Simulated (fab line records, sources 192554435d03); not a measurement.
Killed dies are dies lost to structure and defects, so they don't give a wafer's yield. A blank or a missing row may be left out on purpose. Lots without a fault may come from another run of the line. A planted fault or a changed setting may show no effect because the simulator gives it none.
Chamber matching | flow n5_finfet | N5_BEOL_M9_CURE_72 on uv_cure-01: 3 sister chambers
The step cures SiCOH lowk, time 120 s. 20 wafers are shown with their chamber, then 10 later ones without.

WAFERS WITH THEIR CHAMBER
wafer  | chamber | wafer_temp_C_max | lamp_power_pct (%)
L075.2 | 0       | 373.1            | 52.35
L075.4 | 0       | 371.7            | 52.33
L075.5 | 0       | 373.3            | 52.29
L076.1 | 2       | 371.2            | 52.24
L076.3 | 2       | 371.6            | 52.29
L076.4 | 2       | 371.6            | 52.27
L077.1 | 0       | 372.7            | 52.31
L077.4 | 0       | 372.1            | 52.29
L077.6 | 0       | 373.2            | 52.28
L078.1 | 2       | 372.9            | 52.36
L078.3 | 2       | 372.4            | 52.37
L078.6 | 2       | 371.6            | 52.27
L079.1 | 2       | 371.0            | 52.21
L079.3 | 2       | 371.6            | 52.29
L079.5 | 2       | 371.6            | 52.26
L080.1 | 1       | 372.4            | 52.33
L080.2 | 1       | 371.9            | 52.34
L080.4 | 1       | 371.8            | 52.40
L083.1 | 0       | 372.5            | 52.25
L083.2 | 0       | 372.4            | 52.37

SIGNATURES (means of the wafers above)
reading          | chamber 0 | chamber 1 | chamber 2 | scatter within a chamber
wafer_temp_C_max | 372.625   | 372.033   | 371.722   | 0.55
lamp_power_pct   | 52.3088   | 52.3567   | 52.2844   | 0.0456
Rule: a wafer's distance from a chamber is the root of the sum, over the readings, of the square of ((its reading less the chamber's mean) divided by the reading's scatter). The wafer belongs to the nearest chamber; if the next one is less than 2 further off, it can't be placed. The scatter: the root of (the sum of the squares of (reading less its chamber's mean) over the shown wafers, divided by (wafers less chambers)).

WAFERS WITHOUT THEIR CHAMBER
wafer  | wafer_temp_C_max | lamp_power_pct (%)
L083.4 | 372.2            | 52.21
L086.2 | 372.7            | 52.32
L086.3 | 373.0            | 52.41
L086.4 | 372.7            | 52.28
L087.2 | 371.9            | 52.24
L087.4 | 371.8            | 52.23
L087.6 | 372.0            | 52.32
L090.1 | 372.2            | 52.24
L090.3 | 373.4            | 52.31
L090.5 | 372.6            | 52.31

WHICH CHAMBER EACH WENT THROUGH
wafer  | from the rows above          | in truth
L083.4 | can't be placed: 2 or 0 or 1 | 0
L086.2 | can't be placed: 0 or 1 or 2 | 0
L086.3 | can't be placed: 1 or 0 or 2 | 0
L086.4 | can't be placed: 0 or 2 or 1 | 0
L087.2 | can't be placed: 2 or 0 or 1 | 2
L087.4 | can't be placed: 2 or 0 or 1 | 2
L087.6 | can't be placed: 1 or 2 or 0 | 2
L090.1 | can't be placed: 2 or 0 or 1 | 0
L090.3 | can't be placed: 0 or 1 or 2 | 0
L090.5 | can't be placed: 0 or 1 or 2 | 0
Placed correctly: 0 of 10. Can't be placed from these rows: 10 (the true chamber is among the candidates in 10). Placed wrongly: 0.
